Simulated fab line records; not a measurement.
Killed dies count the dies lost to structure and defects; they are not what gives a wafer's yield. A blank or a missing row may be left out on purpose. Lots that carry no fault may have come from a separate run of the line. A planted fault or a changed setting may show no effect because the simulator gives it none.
Matching of chambers + flow n5_finfet + N5_BEOL_M0_SAQP_PECVD_00 on pecvd-04: 3 sister chambers
The step deposits SiCN from 3MS/NH3, target thk 8 nm, time 14 s. 3 wafers are shown with their chamber, then 8 later ones without.

## WAFERS WITH THEIR CHAMBER
| wafer  | chamber | throttle_valve_pct (%) |
|--------|---------|------------------------|
| L085.4 | 0       | 9.9                    |
| L085.5 | 1       | 9.5                    |
| L089.1 | 2       | 8.8                    |

## WAFERS WITHOUT THEIR CHAMBER
| wafer  | throttle_valve_pct (%) |
|--------|------------------------|
| L089.2 | 9.5                    |
| L089.3 | 10.3                   |
| L088.1 | 8.8                    |
| L088.4 | 10.0                   |
| L088.6 | 9.7                    |
| L093.1 | 8.8                    |
| L093.5 | 10.1                   |
| L093.6 | 8.7                    |

## WHICH CHAMBER EACH ONE RAN IN
| wafer  | from the rows above     | in truth |
|--------|-------------------------|----------|
| L089.2 | 1                       | 1        |
| L089.3 | 0                       | 0        |
| L088.1 | 2                       | 2        |
| L088.4 | 0                       | 0        |
| L088.6 | can't be placed: 1 or 0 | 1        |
| L093.1 | 2                       | 2        |
| L093.5 | 0                       | 0        |
| L093.6 | 2                       | 2        |
Placed correctly: 7 of 8. Can't be placed from these rows: 1 (the true chamber is among the candidates in 1). Placed wrongly: 0.
How it was worked out, from the rows above alone: a wafer's distance from a chamber is the root of the sum, over the readings, of the square of ((its reading less the chamber's mean) divided by the reading's scatter). The wafer belongs to the nearest chamber; if the next one is less than 2 further off, it can't be placed. Each chamber's mean is taken over the wafers shown for it. The scatter: root of mean squared gap, hidden wafer to nearest shown wafer, with one shown wafer a chamber.
